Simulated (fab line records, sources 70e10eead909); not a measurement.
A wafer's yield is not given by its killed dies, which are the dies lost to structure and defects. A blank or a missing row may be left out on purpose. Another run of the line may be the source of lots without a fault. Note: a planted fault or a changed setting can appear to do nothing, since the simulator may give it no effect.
fab line records | flow nandHarc
record lots=15 | wafers=45 | lastDay=33
route steps=1302 shown P_GATE@169 THIN_TSV@1245 END@1302
lots untouched by any fault: they come from a run of this same line in which no faults occurred
startH: hours from the record's first day to the start of the lot's first wafer shown | waitH: hours from the lot's prior step to this one | " same as the row above | L1.1+2: a single row standing in for several wafers | - no value, or no start was given | * or withheld: withheld | < > ~ a bound
route shown NAME@n: a module of which the file shows steps, and the number in the route of the first | usual: mean/standard deviation taken from wafers without a fault | same: alike in all rows | chamber/n: place in a boat | sites: the reading at each site | _std_site: the values' standard deviation | _edge_site: outer sites' mean less inner sites' | radiusMm: how far each site lies from the wafer's centre | mask NAME#n: copy n | behind: the most recent tool/chamber to have shaped the wafer | hold: why the lot went on hold/how many hours it stayed there/how the hold came to an end | device: transistor that didn't switch, given as n, p or np | end of line: at the end of the route, the tests of the same wafers | step lacking rows: just its recipe | killed: dies that structure and defects cost at the first sort, which is not the same as the wafer's yield | map: per-die view of a wafer (x killed, . not killed, _ where there is no die)
set.NAME: the setting the step ran with; set.NAME@STEP: the setting that earlier step ran with | model.NAME: the simulator's own value behind a step, which no gauge read
a sample of lots followed through the steps of the route, with each step as a table and each wafer as a row
services: when a tool's chamber went out of use (startH, in hours from the record's first day, below 0 if earlier), for how many hours, and the reason
## steps
# step NHARC_P_GATE_DEVELOP_45
# recipe timeS=70
# usual chillPlateTempC=23.00/0.1
lot.wafer | tool          | chamber | startH | waitH | chillPlateTempC
L263.1    | lithoTrack-07 | 0       | 113    | -     | 23.03
L263.2    | "             | 0       | "      | "     | 22.97
L263.5    | "             | 0       | "      | "     | 23.12
L264.1    | lithoTrack-07 | 0       | 116    | -     | 23.13
L264.2    | "             | 0       | "      | "     | 22.91
L264.5    | "             | 0       | "      | "     | 23.02
L267.4    | lithoTrack-07 | 0       | 151    | -     | 23.05
L267.5    | "             | 0       | "      | "     | 22.93
L267.6    | "             | 0       | "      | "     | 23.16
L268.3    | lithoTrack-03 | 0       | 156    | -     | 23.04
L268.4    | "             | 0       | "      | "     | 22.95
L268.6    | "             | 0       | "      | "     | 22.98
L269.2    | lithoTrack-07 | 0       | 173    | -     | 23.25
L269.4    | "             | 0       | "      | "     | 23.08
L269.5    | "             | 0       | "      | "     | 22.97
L270.2    | lithoTrack-03 | 0       | 183    | -     | 23.04
L270.4    | "             | 0       | "      | "     | 23.05
L270.5    | "             | 0       | "      | "     | 23.11
L271.2    | lithoTrack-07 | 0       | 188    | -     | 22.91
L271.4    | "             | 0       | "      | "     | 23.00
L271.6    | "             | 0       | "      | "     | 22.97
L272.2    | lithoTrack-03 | 0       | 207    | -     | 23.21
L272.3    | "             | 0       | "      | "     | 23.10
L272.5    | "             | 0       | "      | "     | 22.96
L273.1    | lithoTrack-03 | 0       | 211    | -     | 22.88
L273.2    | "             | 0       | "      | "     | 23.09
L273.3    | "             | 0       | "      | "     | 22.92
L278.2    | lithoTrack-03 | 0       | 256    | -     | 23.11
L278.4    | "             | 0       | "      | "     | 22.90
L278.5    | "             | 0       | "      | "     | 22.80
L277.3    | lithoTrack-07 | 0       | 259    | -     | 22.89
L277.5    | "             | 0       | "      | "     | 22.91
L277.6    | "             | 0       | "      | "     | 22.87
L281.1    | lithoTrack-07 | 0       | 288    | -     | 22.81
L281.3    | "             | 0       | "      | "     | 22.84
L281.5    | "             | 0       | "      | "     | 22.80
L282.3    | lithoTrack-07 | 0       | 298    | -     | 22.97
L282.5    | "             | 0       | "      | "     | 22.85
L282.6    | "             | 0       | "      | "     | 22.88
L283.1    | lithoTrack-07 | 0       | 314    | -     | 23.04
L283.4    | "             | 0       | "      | "     | 23.02
L283.5    | "             | 0       | "      | "     | 22.93
L284.1    | lithoTrack-07 | 0       | 318    | -     | 22.94
L284.4    | "             | 0       | "      | "     | 23.07
L284.5    | "             | 0       | "      | "     | 23.02
# step NHARC_THIN_TSV_CMP_01
# recipe targetThkUm=3
# usual motorCurrentA=11.6/1.1
lot.wafer | tool   | chamber | startH | waitH | motorCurrentA
L263.1    | cmp-01 | 2       | 538.31 | 1.0   | 11.2
L263.2    | "      | 0       | "      | "     | 13.8
L263.5    | "      | 3       | "      | "     | 10.9
L264.2    | cmp-01 | 1       | 557.56 | 0.9   | 12.4
L264.1    | "      | 2       | "      | "     | 11.1
L264.5    | "      | 3       | "      | "     | 11.0
L268.3    | cmp-04 | 1       | 606.55 | 0.6   | 9.6
L268.4    | "      | 3       | "      | "     | 11.7
L268.6    | "      | 2       | "      | "     | 10.2
L267.4    | cmp-04 | 1       | 607.73 | 0.4   | 9.9
L267.5    | "      | 1       | "      | "     | 9.8
L267.6    | "      | 2       | "      | "     | 10.7
L271.4    | cmp-04 | 3       | 613.26 | 0.5   | 11.0
L271.2    | "      | 1       | "      | "     | 9.5
L271.6    | "      | 2       | "      | "     | 11.4
L270.4    | cmp-01 | 1       | 614.48 | 0.5   | 12.3
L270.2    | "      | 2       | "      | "     | 11.1
L270.5    | "      | 0       | "      | "     | 13.8
L269.2    | cmp-01 | 3       | 617.54 | 0.8   | 10.7
L269.4    | "      | 0       | "      | "     | 13.9
L269.5    | "      | 2       | "      | "     | 10.8
L273.3    | cmp-01 | 3       | 639.74 | 0.6   | 11.6
L273.1    | "      | 0       | "      | "     | 14.1
L273.2    | "      | 2       | "      | "     | 11.1
L272.2    | cmp-04 | 0       | 644.73 | 0.9   | 11.8
L272.3    | "      | 1       | "      | "     | 9.6
L272.5    | "      | 3       | "      | "     | 12.1
L277.3    | cmp-02 | 2       | 687.73 | 0.7   | 11.8
L277.5    | "      | 3       | "      | "     | 10.2
L277.6    | "      | 0       | "      | "     | 12.5
L278.4    | cmp-01 | 1       | 688.85 | 0.4   | 12.6
L278.2    | "      | 0       | "      | "     | 13.0
L278.5    | "      | 1       | "      | "     | 12.0
L281.3    | cmp-01 | 2       | 717.97 | 0.7   | 11.6
L281.1    | "      | 3       | "      | "     | 11.9
L281.5    | "      | 1       | "      | "     | 12.8
# step NHARC_THIN_TSV_PVD_51
# recipe targetThkA=1000 | chamberPressurePa=5 | material=Cu
# usual throttleValvePct=30.3/0.85
lot.wafer | tool          | chamber | startH | waitH | throttleValvePct
L263.2    | pvdSputter-03 | -       | -      | -     | 29.6
L263.1    | "             | -       | "      | "     | 30.0
L263.5    | "             | -       | "      | "     | 29.7
L264.1    | pvdSputter-01 | -       | -      | -     | 29.7
L264.2    | "             | -       | "      | "     | 30.4
L264.5    | "             | -       | "      | "     | 30.8
L268.4    | pvdSputter-03 | -       | -      | -     | 30.1
L268.3    | "             | -       | "      | "     | 30.4
L268.6    | "             | -       | "      | "     | 30.0
L267.4    | pvdSputter-03 | -       | -      | -     | 30.3
L267.6    | "             | -       | "      | "     | 30.2
L267.5    | "             | -       | "      | "     | 28.4
L271.4    | pvdSputter-01 | -       | -      | -     | 31.0
L271.2    | "             | -       | "      | "     | 30.5
L271.6    | "             | -       | "      | "     | 30.7
L270.4    | pvdSputter-01 | -       | -      | -     | 30.1
L270.2    | "             | -       | "      | "     | 30.8
L270.5    | "             | -       | "      | "     | 30.4
L269.2    | pvdSputter-02 | -       | -      | -     | 31.2
L269.4    | "             | -       | "      | "     | 31.5
L269.5    | "             | -       | "      | "     | 30.2
L273.1    | pvdSputter-02 | -       | -      | -     | 30.3
L273.2    | "             | -       | "      | "     | 30.5
L273.3    | "             | -       | "      | "     | 31.0
L272.3    | pvdSputter-01 | -       | -      | -     | 31.2
L272.2    | "             | -       | "      | "     | 30.1
L272.5    | "             | -       | "      | "     | 31.2
L277.3    | pvdSputter-02 | -       | -      | -     | 30.6
L277.6    | "             | -       | "      | "     | 32.2
L277.5    | "             | -       | "      | "     | 30.3
L278.2    | pvdSputter-03 | -       | -      | -     | 30.1
L278.4    | "             | -       | "      | "     | 30.1
L278.5    | "             | -       | "      | "     | 30.1
L281.1    | pvdSputter-03 | -       | -      | -     | 28.9
L281.3    | "             | -       | "      | "     | 30.6
L281.5    | "             | -       | "      | "     | 29.3
# step NHARC_THIN_TSV_CD_MEAS_37
# usual cdNm=4999/4.4
lot.wafer | tool     | chamber | startH | waitH | cdNm
L263.1    | cdSem-03 | -       | 546.97 | -     | 5002
L263.2    | "        | -       | "      | "     | 4999
L263.5    | "        | -       | "      | "     | 5000
L264.1    | cdSem-01 | -       | 566.20 | -     | 4999
L264.2    | "        | -       | "      | "     | 4998
L264.5    | "        | -       | "      | "     | 5004
L268.3    | cdSem-01 | -       | 615.10 | -     | 4992
L268.4    | "        | -       | "      | "     | 5001
L268.6    | "        | -       | "      | "     | 4995
L267.4    | cdSem-02 | -       | 616.54 | -     | 4994
L267.5    | "        | -       | "      | "     | 4994
L267.6    | "        | -       | "      | "     | 4998
L271.2    | cdSem-03 | -       | 622.16 | -     | 5002
L271.4    | "        | -       | "      | "     | 4996
L271.6    | "        | -       | "      | "     | 5001
L270.2    | cdSem-01 | -       | 623.27 | -     | 5001
L270.4    | "        | -       | "      | "     | 4995
L270.5    | "        | -       | "      | "     | 4992
L269.2    | cdSem-03 | -       | 626.35 | -     | 4995
L269.4    | "        | -       | "      | "     | 4997
L269.5    | "        | -       | "      | "     | 4999
L273.1    | cdSem-01 | -       | 657.85 | -     | 5004
L273.2    | "        | -       | "      | "     | 5002
L273.3    | "        | -       | "      | "     | 4997
L272.2    | cdSem-03 | -       | 658.61 | -     | 4996
L272.3    | "        | -       | "      | "     | 4987
L272.5    | "        | -       | "      | "     | 4996
L277.3    | cdSem-02 | -       | 696.25 | -     | 5003
L277.5    | "        | -       | "      | "     | 5003
L277.6    | "        | -       | "      | "     | 5001
L278.2    | cdSem-02 | -       | 697.65 | -     | 5004
L278.4    | "        | -       | "      | "     | 5003
L278.5    | "        | -       | "      | "     | 5001
L281.1    | cdSem-03 | -       | 726.62 | -     | 5001
L281.3    | "        | -       | "      | "     | 5004
L281.5    | "        | -       | "      | "     | 5005
# step NHARC_END_SORT_01
# recipe tempC=25
# usual killedAtArray=55/17 | killedAtOther=0.9/1.2 | killedAtPeriphery=3.7/2.5 | killedDies=59/18 | killedOpen=3.4/1.9 | killedShort=2.6/1.6
# same grossDies=677
lot.wafer | tool      | chamber | startH | waitH | killedAtArray | killedAtOther | killedAtPeriphery | killedDies | killedOpen | killedShort
L282.3    | prober-02 | 0       | 745.56 | 3.1   | 89            | 1             | 587               | 677        | 5          | 8
L282.5    | prober-02 | 0       | 747.17 | 3.7   | 72            | 0             | 605               | 677        | 0          | 4
L282.6    | prober-02 | 0       | 747.98 | 4.0   | 82            | 0             | 595               | 677        | 5          | 6
L283.1    | prober-01 | 0       | 752.61 | 2.5   | 60            | 0             | 617               | 677        | 4          | 1
L283.4    | prober-01 | 0       | 755.00 | 3.4   | 28            | 1             | 648               | 677        | 1          | 2
L283.5    | prober-01 | 0       | 755.80 | 3.7   | 32            | 0             | 645               | 677        | 2          | 1
L284.1    | prober-02 | 0       | 778.83 | 2.5   | 31            | 2             | 644               | 677        | 5          | 2
L284.4    | prober-02 | 0       | 781.22 | 3.4   | 40            | 2             | 635               | 677        | 4          | 0
L284.5    | prober-02 | 0       | 782.02 | 3.7   | 35            | 4             | 638               | 677        | 4          | 3
# killed by level:class
L282.3 P_GATE:areaDevelop=582 A_SLIT:chamberFilmFlake=32 A_CHANNEL_HOLE_D1:chamberFilmFlake=27 A_CONTACT:chamberFilmFlake=10 A_STAIRCASE:chamberFilmFlake=7 A_CHANNEL_FILL_D1:geometricParticle:short=3 A_ONON_D2:geometricParticle:short=2 P_GATE:geometricParticle:short=1
L282.5 P_GATE:areaDevelop=604 A_CHANNEL_HOLE_D1:chamberFilmFlake=34 A_SLIT:chamberFilmFlake=22 A_CONTACT:chamberFilmFlake=7 A_STAIRCASE:chamberFilmFlake=3 A_WL_FILL:chamberFilmFlake=2 P_M2:geometricParticle:short=1 A_ONON_D1:geometricParticle:short=1
L282.6 P_GATE:areaDevelop=590 A_SLIT:chamberFilmFlake=27 A_CHANNEL_HOLE_D1:chamberFilmFlake=26 A_STAIRCASE:chamberFilmFlake=9 A_CONTACT:chamberFilmFlake=8 A_CHANNEL_FILL_D1:geometricParticle:short=2 P_GATE:chamberFilmFlake=2 P_STI:geometricParticle:short=1
L283.1 P_GATE:areaDevelop=611 A_SLIT:chamberFilmFlake=39 A_CHANNEL_HOLE_D1:chamberFilmFlake=8 A_CONTACT:chamberFilmFlake=7 P_M1:chamberFilmFlake=3 A_CONTACT:geometricParticle:open=2 P_CONTACT:geometricParticle:open=1 A_ONON_D1:geometricParticle:open=1
L283.4 P_GATE:areaDevelop=643 A_SLIT:chamberFilmFlake=16 A_CHANNEL_HOLE_D1:chamberFilmFlake=8 P_M1:chamberFilmFlake=4 A_CONTACT:chamberFilmFlake=2 P_CONTACT:geometricParticle:open=1 A_WL_FILL:geometricParticle:short=1 STARTING-WAFER:geometricParticle:short=1
L283.5 P_GATE:areaDevelop=643 A_SLIT:chamberFilmFlake=20 A_CHANNEL_HOLE_D1:chamberFilmFlake=4 A_CONTACT:chamberFilmFlake=4 P_M1:chamberFilmFlake=2 A_CHANNEL_FILL_D2:geometricParticle:short=1 A_CHANNEL_FILL_D2:geometricParticle:open=1 A_CONTACT:geometricParticle:open=1
L284.1 P_GATE:areaDevelop=639 A_CHANNEL_HOLE_D1:chamberFilmFlake=10 A_SLIT:chamberFilmFlake=9 P_M1:chamberFilmFlake=2 A_DECK1_JOINT:chamberFilmFlake=2 A_STAIRCASE:chamberFilmFlake=2 A_CONTACT:chamberFilmFlake=2 HYBRID_BOND:chamberFilmFlake=2
L284.4 P_GATE:areaDevelop=634 A_CHANNEL_HOLE_D1:chamberFilmFlake=18 A_SLIT:chamberFilmFlake=9 A_CONTACT:chamberFilmFlake=4 A_DECK1_JOINT:chamberFilmFlake=2 A_STAIRCASE:chamberFilmFlake=2 HYBRID_BOND:chamberFilmFlake=2 P_M1:geometricParticle:open=1
L284.5 P_GATE:areaDevelop=636 A_CHANNEL_HOLE_D1:chamberFilmFlake=11 A_SLIT:chamberFilmFlake=8 A_DECK1_JOINT:chamberFilmFlake=4 A_CHANNEL_FILL_D1:geometricParticle:open=2 A_STAIRCASE:chamberFilmFlake=2 A_CONTACT:chamberFilmFlake=2 HYBRID_BOND:chamberFilmFlake=2
## services
tool          | chamber | startH | hours | kind
lithoTrack-03 | -       | 100.00 | 7.0   | pm
pvdSputter-03 | -       | 106.76 | 6.8   | repair
pvdSputter-03 | -       | 120.94 | 6.9   | repair
cmp-01        | -       | 128.78 | 0.3   | repair
cmp-01        | -       | 141.71 | 2.3   | repair
pvdSputter-03 | -       | 170.00 | 10.0  | pm
cmp-01        | -       | 185.50 | 4.0   | pm
cmp-01        | -       | 196.86 | 0.7   | repair
cmp-01        | -       | 232.26 | 1.4   | repair
lithoTrack-07 | -       | 251.00 | 7.0   | pm
cmp-01        | -       | 261.86 | 2.7   | repair
cmp-01        | -       | 268.74 | 0.2   | repair
cmp-01        | -       | 283.50 | 4.0   | pm
cmp-01        | -       | 363.60 | 1.0   | repair
cmp-01        | -       | 381.50 | 4.0   | pm
cmp-01        | -       | 409.74 | 1.4   | repair
cmp-01        | -       | 417.41 | 0.3   | repair
lithoTrack-07 | -       | 426.00 | 7.0   | pm
cmp-01        | -       | 479.50 | 4.0   | pm
cmp-01        | -       | 512.61 | 1.2   | repair
cmp-01        | -       | 577.50 | 4.0   | pm
lithoTrack-07 | -       | 601.00 | 7.0   | pm
cmp-01        | -       | 675.50 | 4.0   | pm
cmp-01        | -       | 704.39 | 0.7   | repair
## key
firstSign step=NHARC_END_SORT_01 | reading=killedAtPeriphery | direction=up | sigmas=99+ | usual=3.7 | struck=623.8
effect step=NHARC_END_SORT_01 | reading=killedDies | direction=up | sigmas=35 | usual=59 | struck=677
moreKillsBornAt NHARC_P_GATE_DEVELOP_45@lithoTrack-07=5582
metAt NHARC_P_GATE_DEVELOP_45
struckLots L282,L283,L284
laterRowsLeftOut L282.3,L282.5,L282.6,L283.1,L283.4,L283.5,L284.1,L284.4,L284.5
testerLeftOut L282,L283,L284
notActingAt NHARC_THIN_TSV_CMP_01,NHARC_THIN_TSV_PVD_51,NHARC_THIN_TSV_CD_MEAS_37
onsetBetween 288 298
alsoFits time
fault kind=processParameterDrift | tool=lithoTrack-07 | chamber=- | onsetH=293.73 | steps=NHARC_P_GATE_DEVELOP_45 | channel=timeS | offset=* | shape=step | actsIn=* | stated=*
# testerLeftOut: of these lots the tester's yield and bins aren't shown, on N5 and GAA mostly nor the transistor test; their killed dies are dies lost to structure and defects alone, not to doping, threshold or leakage, so they don't give the yield
# laterRowsLeftOut: the simulator's readings of these wafers behind a module that went badly wrong aren't trusted and aren't shown, but for the sort
